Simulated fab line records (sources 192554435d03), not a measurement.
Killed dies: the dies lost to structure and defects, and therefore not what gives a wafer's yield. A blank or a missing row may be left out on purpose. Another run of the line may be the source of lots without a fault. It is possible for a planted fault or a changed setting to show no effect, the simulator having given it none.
A single fault, viewed from 2 desks | flow n5-finfet | what lay behind the numbers comes last; until then each desk has only its own

## THE DEFECT DESK
Counts from the inspections along the route, per lot, as means over the sampled wafers that have a number. If a lot's mean is further than 4 standard deviations from the usual mean, the lot is out of limits and carries the mark OUT (the distance appears in the brackets).
Columns: A = raw-defect-count at N5_PASSIVATION_INSPECT_64, usual 1.8
lot  | first seen here | A
L588 | day 12 02:45    | 2.0
L587 | day 12 06:41    | 2.3
L590 | day 12 20:07    | 3.7
L592 | day 13 22:55    | 2.3
L594 | day 14 03:20    | 3.0
L598 | day 14 20:01    | 1.0
L595 | day 14 22:35    | 1.3
L602 | day 16 07:44    | 1.0
L600 | day 16 10:46    | 0.0
L606 | day 17 10:06    | 2.0
L607 | day 17 21:31    | 1.3
L609 | day 19 00:37    | 2.0
Result from this desk: across the 12 lots, nothing is out of limits.

## THE TOOL OWNER'S DESK: rie-diel-02
The tool's own readings at N5_SDB_ETCH_18 (etches SOC in N2/H2, target depth 100 nm, overetch 20 nm, time 150 s): means of the sampled wafers that have a number, for each lot that ran on this tool. If a lot's mean is further than 4 standard deviations from the usual mean, the lot is out of limits and carries the mark OUT (the distance appears in the brackets).
Columns: A = drypump-motor-current-A at N5_SDB_ETCH_18, usual 5.8 A; B = oes-product-au at N5_SDB_ETCH_18, usual 0.72 a.u.; C = rf-vpp-V at N5_SDB_ETCH_18, usual 522.6 V; D = showerhead-plenum-p-Torr at N5_SDB_ETCH_18, usual 2.50 Torr; E = throttle-valve-pct at N5_SDB_ETCH_18, usual 17.8 %
lot  | first seen here | A   | B    | C     | D    | E
L587 | day 4 04:59     | 5.8 | 0.74 | 522.9 | 2.51 | 17.9
L592 | day 5 06:56     | 5.5 | 0.77 | 523.3 | 2.51 | 17.7
L594 | day 5 18:50     | 5.8 | 0.72 | 522.5 | 2.51 | 17.9
L595 | day 5 22:14     | 5.7 | 0.72 | 522.0 | 2.51 | 17.9
L598 | day 6 19:16     | 6.1 | 0.66 | 522.4 | 2.51 | 18.0
L600 | day 7 07:28     | 5.7 | 0.81 | 522.4 | 2.49 | 17.8
L602 | day 7 17:47     | 6.0 | 0.68 | 523.0 | 2.52 | 18.1
L606 | day 8 18:43     | 5.9 | 0.76 | 521.7 | 2.49 | 17.8
Result from this desk: across the 8 lots, nothing is out of limits.

## BROUGHT TOGETHER
No out-of-limits result turned up at the defect desk.
The desk of the tool owner found nothing out of limits.

## WHAT WAS PUT IN BY THE SIMULATOR
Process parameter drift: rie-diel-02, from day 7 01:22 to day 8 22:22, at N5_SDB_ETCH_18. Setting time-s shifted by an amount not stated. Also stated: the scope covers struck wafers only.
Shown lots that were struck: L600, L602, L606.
